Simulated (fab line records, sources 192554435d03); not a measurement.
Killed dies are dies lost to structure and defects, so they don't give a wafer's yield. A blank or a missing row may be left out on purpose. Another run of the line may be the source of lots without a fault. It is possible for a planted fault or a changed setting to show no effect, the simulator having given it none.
Matching of chambers -- flow n5-finfet -- uv-cure-02 running N5_BEOL_M5_CURE_79: 3 sister chambers
The step cures SiCOH lowk, time 240 s. 24 wafers are shown with their chamber, then 12 later ones without.

WAFERS WITH THEIR CHAMBER
wafer,chamber,wafer_temp_C_max,lamp-power-pct (%)
L076.2,1,386.8,52.40
L076.3,1,387.3,52.24
L076.5,1,388.3,52.36
L079.1,1,386.5,52.24
L079.3,1,387.0,52.31
L079.4,1,387.0,52.37
L080.3,0,386.4,52.28
L080.4,0,387.1,52.35
L080.5,0,386.7,52.30
L078.1,1,386.5,52.24
L078.5,1,387.3,52.33
L078.6,1,387.4,52.45
L082.3,2,386.4,52.27
L082.4,2,386.3,52.39
L082.6,2,386.9,52.33
L085.2,0,387.0,52.28
L085.3,0,386.8,52.30
L085.4,0,387.3,52.31
L086.1,0,386.2,52.27
L086.3,0,386.6,52.23
L086.4,0,387.4,52.17
L089.1,2,386.1,52.26
L089.3,2,387.0,52.34
L089.4,2,386.4,52.33

SIGNATURES, as means of the wafers listed above
reading,chamber 0,chamber 1,chamber 2,scatter within a chamber
wafer_temp_C_max,386.833,387.122,386.517,0.456
lamp-power-pct,52.2767,52.3267,52.3200,0.0614
Rule: distance of a wafer from a chamber = root of the sum over the readings of ((wafer's reading minus chamber's mean) / reading's scatter) squared. If the next closest chamber is less than 2 further off than the closest, the wafer can't be placed; otherwise it belongs to the closest. How the scatter is found: for the shown wafers, subtract from each reading the mean of its chamber, square and add these, divide the total by (wafers less chambers), then take the root.

WAFERS MISSING THEIR CHAMBER
wafer,wafer_temp_C_max,lamp-power-pct (%)
L091.2,386.7,52.34
L091.3,386.9,52.27
L091.5,387.0,52.29
L093.3,387.3,52.32
L093.4,386.8,52.33
L093.5,387.2,52.39
L096.1,386.9,52.22
L096.2,386.7,52.36
L096.3,386.7,52.21
L096.4,387.0,52.34
L096.5,387.3,52.25
L096.6,386.4,52.43

THE CHAMBER EACH PASSED THROUGH
wafer,from the rows above,in truth
L091.2,can't be placed: 2 or 1 or 0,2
L091.3,can't be placed: 0 or 1 or 2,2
L091.5,can't be placed: 0 or 1 or 2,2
L093.3,can't be placed: 1 or 0 or 2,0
L093.4,can't be placed: 2 or 1 or 0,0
L093.5,can't be placed: 1 or 2 or 0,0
L096.1,can't be placed: 0 or 1 or 2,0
L096.2,can't be placed: 2 or 1 or 0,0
L096.3,can't be placed: 0 or 2 or 1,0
L096.4,can't be placed: 1 or 0 or 2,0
L096.5,can't be placed: 0 or 1 or 2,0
L096.6,can't be placed: 2 or 1 or 0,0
0 of 12 placed correctly. Unplaceable from these rows: 12, with the true chamber sitting among the candidates in 12. 0 placed wrongly.
